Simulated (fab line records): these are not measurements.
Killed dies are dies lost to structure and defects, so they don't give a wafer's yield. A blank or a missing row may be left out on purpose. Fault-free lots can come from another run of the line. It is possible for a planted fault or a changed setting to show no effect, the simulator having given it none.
Problem report in the 8D (eight disciplines) form, filled by code + flow nand harc + the parts of the form that need people (team, actions taken, sign-off) are left out

1. THE PROBLEM
Mean of thk nm at NHARC_A_ONON_D1_THK_MEAS_02: 1478 nm across 4 wafers in 3 lots; on wafers with no fault it is 1000 nm (standard deviation 9.4). Relative to the usual mean, that is a shift of +51 standard deviations.
The step: measures by ellipsometry.
First seen on wafer L814.3, day 15 00:41, on film metro-01. At this step, 39 wafers from 13 lots have a number in the record. The rule behind "out" and "out of limits": a value lying over 4 standard deviations away from the usual mean. The other wafers with a number count as sound.

2. WHAT IT IS AND WHAT IT IS NOT
| question                    | is                             | is not                                                                    |
|-----------------------------|--------------------------------|---------------------------------------------------------------------------|
| which readings at this step | thk nm                         | -                                                                         |
| which lots                  | L814, L815, L816               | L796, L797, L798, L799, L800, L801, L802, L803, L806, L809                |
| which wafers of those lots  | L814.3, L815.4, L815.6, L816.3 | L814.1, L814.5, L815.5, L816.1, L816.2                                    |
| read on which gauges        | film metro-01, film metro-02   | -                                                                         |
| when                        | from day 15 00:41              | up to then (32 sound wafers); but 3 sound wafers of L815, L816 came after |

3. WHAT RULES OUT EACH SUSPECT
Counting: if a tool at a process step up to the reading ran every lot that is out, it stays a suspect. Sound lots after the first of them don't rule it out here, since some wafers of a struck lot are sound.
- ruled out: the gauge at NHARC_A_ONON_D1_THK_MEAS_02. Those wafers that are out were read across 2 gauges (film metro-01, film metro-02).
- pecvd onon-04 at NHARC_A_ONON_D1_DEP_00 (target thk 1000 nm): kept. Ran every lot that is out, first one L814 (day 15 00:10); last sound lot up to then L801 (day 9 13:09).
After counting, what remains is pecvd onon-04 at NHARC_A_ONON_D1_DEP_00.

4. THE CAUSE (what the simulator had put in)
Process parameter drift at NHARC_A_ONON_D1_DEP_00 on pecvd onon-04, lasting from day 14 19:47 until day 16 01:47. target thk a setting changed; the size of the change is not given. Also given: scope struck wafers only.
Only this tool survived the counting.

5. THE CHAIN OF EFFECTS, in route order
One row per reading whose mean, taken over the struck wafers that have a number, lies over 3 standard deviations from the usual. Only readings for which the record gives a usual standard deviation are gone through. hours: the time from each lot's start at the first step in this table that gives one to its start at this step, as a median over the lots. sigmas: the change in usual standard deviations.
| hours | step                        | reading         | usual   | on struck wafers | change | sigmas |
|-------|-----------------------------|-----------------|---------|------------------|--------|--------|
| 0     | NHARC_A_ONON_D1_THK_MEAS_02 | thk nm          | 1000 nm | 1478             | +478   | +51    |
| 406   | NHARC_END_SORT_01           | killed at array | 54      | 672              | +618   | +29    |
| 406   | NHARC_END_SORT_01           | killed dies     | 58      | 677              | +619   | +31    |

6. WHAT WOULD HAVE CAUGHT IT SOONER
5 hours passed between the start of the fault at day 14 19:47 and the first reading out of limits at a measuring or inspecting step in this record, taken at day 15 00:41.
Of the lots that are out (3), L815, L816 began NHARC_A_ONON_D1_DEP_00 on pecvd onon-04 after day 15 00:41. A hold on the tool at that time would have spared those 2.
